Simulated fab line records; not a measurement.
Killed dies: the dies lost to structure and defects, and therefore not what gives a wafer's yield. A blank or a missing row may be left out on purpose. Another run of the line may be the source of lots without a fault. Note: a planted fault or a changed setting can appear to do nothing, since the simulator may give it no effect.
Matching of chambers ; flow nand_harc ; NHARC_A_STAIRCASE_DEP_259 on pecvd-04 has 3 sister chambers
The step deposits SiON, target thk 30 nm. 3 wafers are shown with their chamber, then 9 later ones without.

== EACH WAFER AND ITS CHAMBER ==
wafer;chamber;heater_power_w (W)
L090.1;1;768
L090.2;2;736
L090.3;0;691

== WAFERS MISSING THEIR CHAMBER ==
wafer;heater_power_w (W)
L094.1;563
L094.2;762
L094.5;647
L096.1;695
L096.3;708
L096.5;695
L097.1;651
L097.2;644
L097.3;662

== WHICH CHAMBER EACH ONE RAN IN ==
wafer;from the rows above;in truth
L094.1;can't be placed: 0 or 2 or 1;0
L094.2;can't be placed: 1 or 2 or 0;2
L094.5;can't be placed: 0 or 2 or 1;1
L096.1;can't be placed: 0 or 2 or 1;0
L096.3;can't be placed: 0 or 2 or 1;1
L096.5;can't be placed: 0 or 2 or 1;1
L097.1;can't be placed: 0 or 2 or 1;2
L097.2;can't be placed: 0 or 2 or 1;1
L097.3;can't be placed: 0 or 2 or 1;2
Placed correctly: 0 of 9. From these rows, 9 cannot be placed; in 9 the true chamber is one of the candidates. Wrongly placed: 0.
How it was worked out, from the rows above alone: a wafer's distance from a chamber is the root of the sum, over the readings, of the square of ((its reading less the chamber's mean) divided by the reading's scatter). The wafer belongs to the nearest chamber; if the next one is less than 2 further off, it can't be placed. The mean given for a chamber averages the wafers shown for that chamber. The scatter: root of mean squared gap, hidden wafer to nearest shown wafer, with one shown wafer a chamber.
